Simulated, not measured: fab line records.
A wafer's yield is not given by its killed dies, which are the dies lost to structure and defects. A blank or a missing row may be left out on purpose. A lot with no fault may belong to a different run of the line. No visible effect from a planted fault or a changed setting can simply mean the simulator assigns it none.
fab line records | flow n5_finfet
record: lots: 4 wafers: 12 last_day: 18
route steps=1938 shown HKMG_FIN@407 BEOL_M4@1111 PASSIVATION@1936
lots untouched by any fault: they come from a run of this same line in which no faults occurred
start_h: the number of hours between the record's first day and the start of the first shown wafer of the lot | wait_h: hours elapsed since this lot's preceding step | " identical to the entry in the row above | L1.1+2: one row covering several wafers at once | - either no value or no given start | * or withheld: withheld | < > ~ a bound
route shown NAME@n: a module of which the file shows steps, and the number in the route of the first | usual: mean/standard deviation taken from wafers without a fault | same: alike in all rows | chamber/n: place in a boat | sites: the reading at each site | _std_site: standard deviation of those values | _edge_site: outer sites' mean less inner sites' | radius_mm: how far each site lies from the wafer's centre | mask NAME#n: copy n | behind: the most recent tool/chamber to have shaped the wafer | hold: what put the lot on hold/how long, in hours/how the hold closed | device: transistor that didn't switch, given as n, p or np | end of line: tests run on the same wafers once the route is complete | a step given without rows: its recipe and nothing more | killed: not the wafer's yield, but the dies lost to structure and defects at the first sort | map: the dies of a wafer, with x for killed, . for not killed, _ for no die there
set.NAME: setting as actually run; set.NAME@STEP: the setting as run at that earlier step | model.NAME: the simulator's own value behind a step, which no gauge read
lots seen at some steps along the route; tables by step, rows by wafer
services: when a tool's chamber went out of use (start_h, in hours from the record's first day, below 0 if earlier), for how many hours, and the reason
== steps ==
step: N5_HKMG_FIN_STRIP_93
recipe: chemistry: N2/H2 material: SOC time_s: 20 power_w: 500 temp_c: 40 pressure_mtorr: 50 rf_frequency_hz: 6e+07 bias_power_w: 8 h2_frac: 0.5 n2_flow_sccm: 300 h2_flow_sccm: 300
step: N5_HKMG_FIN_WET_ETCH_76
recipe: chemistry: dNH4OH mix: 1:50 temp_c: 25 target: Al2O3 stop_on: La2O3 target_depth_nm: 2.25 dry: ipa_marangoni rinse_time_s: 30 rinse_temp_c: 23
step: N5_HKMG_FIN_STRIP_60
recipe: chemistry: N2/H2 power_w: 2500 temp_c: 300 h2_frac: 0.65 time_s: 360 pressure_mtorr: withheld n2_flow_sccm: 1750 h2_flow_sccm: 3250
step: N5_HKMG_FIN_WET_ETCH_77
recipe: chemistry: dHCl mix: 1:10000 temp_c: 25 target: La2O3 stop_on: HfO2 target_depth_nm: 2
step: N5_HKMG_FIN_WET_ETCH_78
recipe: chemistry: dNH4OH mix: 1:50 temp_c: 25 target: Al2O3 stop_on: La2O3 target_depth_nm: 4.5 dry: ipa_marangoni rinse_time_s: 30 rinse_temp_c: 23
step: N5_HKMG_FIN_ALD_79
recipe: material: TiN target_thk_a: 15 temp_c: 400 ald_precursor_family: TiCl4 ald_co_reactant: NH3 pulse_time_s: 1 purge_time_s: 3 co_reactant_purge_time_s: 2 co_reactant_pulse_time_s: 2 ald_cycles: 68 pressure_torr: 3
step: N5_HKMG_FIN_CVD_62
recipe: material: a-Si target_thk_a: 30 temp_c: 500 precursor: Si2H6 pressure_torr: 1 time_s: 20.8
step: N5_HKMG_FIN_RTA_80
recipe: temp_c: withheld time_s: 2 ambient: N2 idle_temp_c: 600 ramp_up_c_per_s: 150 ramp_down_c_per_s: 60 cool_to_c: 600
step: N5_HKMG_FIN_PRECLEAN_64
recipe: chemistry: dHF time_s: 30 temp_c: 25 dilution: withheld
step: N5_HKMG_FIN_WET_ETCH_65
recipe: chemistry: TMAH temp_c: 70 conc_wt_pct: 5 target: a-Si stop_on: TiN time_s: 49 target_depth_nm: 3
step: N5_HKMG_FIN_WET_ETCH_81
recipe: chemistry: SC1 target: TiN stop_on: HfO2 mix: 1:1:5 temp_c: 60 time_s: 57 target_depth_nm: 6
step: N5_HKMG_FIN_WET_ETCH_82
recipe: chemistry: dHCl mix: 1:10000 temp_c: 25 target: La2O3 stop_on: HfO2 target_depth_nm: 2 dry: ipa_marangoni rinse_time_s: 30 rinse_temp_c: 23
step: N5_HKMG_FIN_ALD_36
recipe: material: TiN target_thk_a: 10 temp_c: 400 ald_precursor_family: TiCl4 ald_co_reactant: NH3 pulse_time_s: 1 purge_time_s: 3 co_reactant_purge_time_s: 2 co_reactant_pulse_time_s: 2 ald_cycles: 47 pressure_torr: 3
usual: heater_power_w: 939/63 precursor_pulse_height_rel: 0.998/0.019
columns lot.wafer tool chamber start_h wait_h heater_power_w precursor_pulse_height_rel
L271.1 ald_metal-01 1 84.09 0.0 1017 0.985
L271.2 " 0 " " 1009 0.965
L271.4 " 3 " " 882 0.971
L278.2 ald_metal-02 2 118.86 0.0 960 0.979
L278.3 " 3 " " 947 0.999
L278.6 " 1 " " 930 0.998
L293.3 ald_metal-02 2 205.72 0.0 962 1.018
L293.5 " 0 " " 885 0.962
L293.6 " 1 " " 909 1.002
L294.1 ald_metal-02 1 216.98 0.0 933 0.971
L294.4 " 2 " " 956 1.009
L294.6 " 1 " " 925 1.007
step: N5_HKMG_FIN_PWFM_ALD_03
recipe: material: TiN target_thk_a: 20 temp_c: 400 ald_precursor_family: TiCl4 ald_co_reactant: NH3 pulse_time_s: 1 purge_time_s: 3 co_reactant_purge_time_s: 2 co_reactant_pulse_time_s: 2 ald_cycles: 91 pressure_torr: 3
step: N5_HKMG_FIN_COAT_29
recipe: resist: SOC temp_c: 250 time_s: 60 spin_rpm: 1500 resist_thk_nm: 300
step: N5_HKMG_FIN_COAT_30
recipe: resist: SiARC temp_c: 220 time_s: 60 spin_rpm: 1500 resist_thk_nm: 35
step: N5_HKMG_FIN_COAT_06
recipe: resist: CAR-ArF spin_rpm: 1500 resist_thk_nm: 90
step: N5_HKMG_FIN_EBR_08
recipe: solvent: PGMEA ebr_width_mm: 1.5
step: N5_HKMG_FIN_SOFTBAKE_07
recipe: temp_c: 110 time_s: 60 resist: CAR-ArF
step: N5_HKMG_FIN_EXPOSE_09
recipe: mask_id: NWFM na: 1.35 source_shape: conventional sigma_outer: 0.8 polarization: unpolarized dose_mj: 39.25
step: N5_HKMG_FIN_PEB_10
recipe: peb_temp_c: withheld peb_time_s: 60 resist: CAR-ArF
step: N5_HKMG_FIN_DEVELOP_11
recipe: develop_time_s: 30 developer: TMAH resist: CAR-ArF dev_temp_c: 23 rinse_liquid: diw dry: air_spin
step: N5_HKMG_FIN_INSPECT_14
recipe: mode: adi inspect_instrument: macro
usual: raw_defect_count: 2.2/1.5
columns lot.wafer tool chamber start_h wait_h raw_defect_count
L271.1 defect_inspect-01 - 85.31 0.0 3
L271.2 " - " " 1
L271.4 " - " " 4
L278.2 defect_inspect-02 - 120.21 0.0 3
L278.3 " - " " 3
L278.6 " - " " 3
L293.3 defect_inspect-01 - 206.93 0.0 >300
L293.5 " - " " 2
L293.6 " - " " 6
L294.1 defect_inspect-02 - 218.19 0.0 1
L294.4 " - " " >300
L294.6 " - " " 1
step: N5_HKMG_FIN_DESCUM_17
recipe: chemistry: O2 time_s: 7.9 source_power_w: 50 bias_power_w: 20 pressure_mtorr: 20 rf_frequency_hz: 2.712e+07 temp_c: 40 resist: CAR-ArF o2_flow_sccm: 225
step: N5_BEOL_M4_RC_MEAS_101
usual: DIBL_N: 36.4/1.6 DIBL_P: 36.2/1.8 IOFF_N: 0.159/0.029 IOFF_P: 0.21/0.034 ION_N: 670/12 ION_P: 459/8.2 SS_N: 71.5/0.59 SS_P: 73.2/0.54 VT_N: 250/3.3 VT_P: -250/3.7
columns lot.wafer tool chamber start_h wait_h DIBL_N[mV/V] DIBL_P[mV/V] IOFF_N[nA/um] IOFF_P[nA/um] ION_N[uA/um] ION_P[uA/um] SS_N[mV/dec] SS_P[mV/dec] VT_N[mV] VT_P[mV]
L271.1 prober-02 0 188.49 0.0 37.6 38.5 0.178 0.23 672 454 71.7 74.4 252 -250
L271.2 " 0 " " 35.8 37.1 0.149 0.19 657 448 70.8 73.3 249 -253
L271.4 " 0 " " 36.8 37.3 0.164 0.21 680 458 70.8 73.3 249 -252
L278.2 prober-01 0 244.11 0.2 35.9 34.4 0.120 0.15 647 438 71.3 73.7 255 -256
L278.3 " 0 " " 38.7 38.6 0.180 0.21 666 449 71.5 74.1 251 -255
L278.6 " 0 " " 37.7 36.1 0.152 0.17 670 444 71.5 73.4 251 -257
L293.3 prober-01 0 331.79 0.3 34.9 35.3 0.130 0.18 656 453 71.8 72.8 256 -250
L293.5 " 0 " " 33.8 34.8 0.121 0.18 656 459 71.1 72.6 255 -251
L293.6 " 0 " " 35.0 36.9 0.147 0.23 662 462 70.9 73.1 250 -249
L294.1 prober-02 0 335.18 0.0 34.1 35.5 0.141 0.23 670 476 71.9 73.0 250 -247
L294.4 " 0 " " 35.7 37.1 0.160 0.26 663 464 71.1 73.7 249 -245
L294.6 " 0 " " 38.0 39.3 0.218 0.31 701 481 71.8 74.1 245 -240
step: N5_PASSIVATION_PROBE_49
usual: defect_limited_yield: 91.1/1.5 killed_at_M0_to_M3: 33/9.9 killed_at_M4_up: 14/5.2 killed_at_contacts: 12/6.7 killed_at_front_end: 43/13 killed_at_other: 3.4/2.7 killed_dies: 105/17 killed_open: 69/13 killed_short: 33/7.5 sort_bin_5_function: 5.2/0.91 sort_bin_6_memory: 3.3/0.71 sort_bin_8_speed: 0.00/0.032 sort_n_pass: 1075/17 sort_yield_pct: 91.1/1.5
same: gross_dies: 1180 killed_at_back_side: 0 sort_bin_4_leakage[%]: 0
columns lot.wafer tool chamber start_h wait_h defect_limited_yield[%] killed_at_M0_to_M3 killed_at_M4_up killed_at_contacts killed_at_front_end killed_at_other killed_dies killed_open killed_short sort_bin_5_function[%] sort_bin_6_memory[%] sort_bin_8_speed[%] sort_n_pass sort_yield_pct[%]
L293.3 prober-01 - 432.45 0.1 81.7 37 10 4 161 4 216 50 37 10.3 4.9 0 964 81.7
L294.4 prober-01 - 438.50 0.2 83.0 24 9 13 152 3 201 56 19 10.8 3.6 0 979 83.0
killed by level:class
L293.3 HKMG_FIN:unspecified=128 FIN_SAQP:geometric_particle:short=9 BEOL_M0_SAQP:geometric_particle:short=9 BEOL_M0_SAQP:geometric_particle:open=7 STI_FIN_REVEAL:geometric_particle:open=5 BEOL_M1:geometric_particle:open=5 BEOL_M3:geometric_particle:open=4 BEOL_M1:geometric_particle:short=4
L294.4 HKMG_FIN:unspecified=124 MOL_CONTACT_COAG:geometric_particle:open=10 BEOL_M2:geometric_particle:open=6 STARTING-WAFER:geometric_particle:open=6 FIN_SAQP:geometric_particle:open=5 BEOL_M4:geometric_particle:open=5 STI_FIN_REVEAL:geometric_particle:open=4 GATE_CUT:geometric_particle:open=4
map L293.3 (x killed, . not)
_________________............________________
______________.x................_____________
___________..x....................x__________
__________...x..x......x.x.........._________
________.......................x.x...._______
_______..............x.....x...........______
______.....x................x..........._____
_____......x.x...............x...........____
____.x..x.......x..........x..............___
___.................x.......x..xx..........__
___.......xx.....................x.........__
__......x...x..............................._
__..........x...x.x........................._
_......x...xx....................x.....x.....
_..x.x.............x.....x..........x........
_x...............x...........................
_.x.....x.....x...........x...x..........x...
_..................xx.x......................
_....xx....x..x.xxxxxxx..x.....x.............
_.x.....x...xxxxxxxxxx.......x....x.xx.......
_x..x.......x.xxxxxxx.x..xx..x...............
__x.x......xxxxxxxxxxxxxxx..x..............._
__x.x......xxxxxxxxxxxxxx..................._
___......xx.xxxxxxxxxxxxx..................__
___......xxxxxxxxxxxxxxx............x......__
____.x.....xxxxxxxxxxxxxx.........x.......___
_____...xx...xxxxxxxxxx...............x..____
______........xxxxxxxx.............x...._____
_______.......x.x.xx.x.................______
________..x..x.x..xx..xx.........x.x.._______
__________........x.......x........._________
___________........................__________
______________...........x......_____________
_________________............________________
map L294.4 (x killed, . not)
_________________............________________
______________.................._____________
___________.....x..................__________
__________x.............x.x........._________
________..x.........x..x.x....xx......_______
_______............x............x......______
______x................................._____
_____.................x..................____
____.................................x....___
___........................................__
___.................x..................xx.x__
__...x..x...............xx.................._
__x.x...............................x......._
_..x..................................x......
_x....x...x.......x..........................
_............x......x..........x......x......
_.......xxx..x...............x.............x.
_.x..........xx...x...................x......
_...........x..x..xxxx.................xx....
_..x.......x.xxxxxxxxxx...............x....x.
_...........xxxxxxxxxxxx......x..............
__.........xxxxxxxxxxxxxxx.........x........_
__.......xxx.xxxxxxxxxxx........x......x...._
___........xxxxxxxxxxxxxx......x..........x__
___...x....x.xxxxxxxxxx.x.x..........x.....__
____......x..xxxxxxxxxx.xx....x...........___
_____......xxxxxxxxxxx.x.x...............____
______......x.xxxxxxxx..x.x......xx....._____
_______........xx..x.x.................______
________.....x.x......x........x......_______
__________.x..x.x......x...........x_________
___________........................__________
______________x....x............_____________
_________________x...........________________
== services ==
columns tool chamber start_h hours kind
ald_metal-02 - 76.44 0.7 repair
ald_metal-02 2 89.39 6.4 repair
ald_metal-01 - 125.42 8.7 pm
ald_metal-01 - 195.40 2.1 repair
== key ==
first_sign: step: N5_HKMG_FIN_INSPECT_14 reading: raw_defect_count direction: up sigmas: 99+ usual: 2.2 struck: >300
effect: step: N5_PASSIVATION_PROBE_49 reading: killed_at_front_end direction: up sigmas: 8.8 usual: 43 struck: 156
more_kills_born_at: N5_HKMG_FIN_ALD_36@ald_metal-02: 252
met_at N5_HKMG_FIN_ALD_36
struck_wafers L293.3,L294.4
onset_between 118.86 205.72
fault: kind: chamber_particle_source tool: ald_metal-02 chamber: 2 onset_h: 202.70 steps: N5_HKMG_FIN_ALD_36 rate_per_visit_cm2: 0.97479 end_h: 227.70
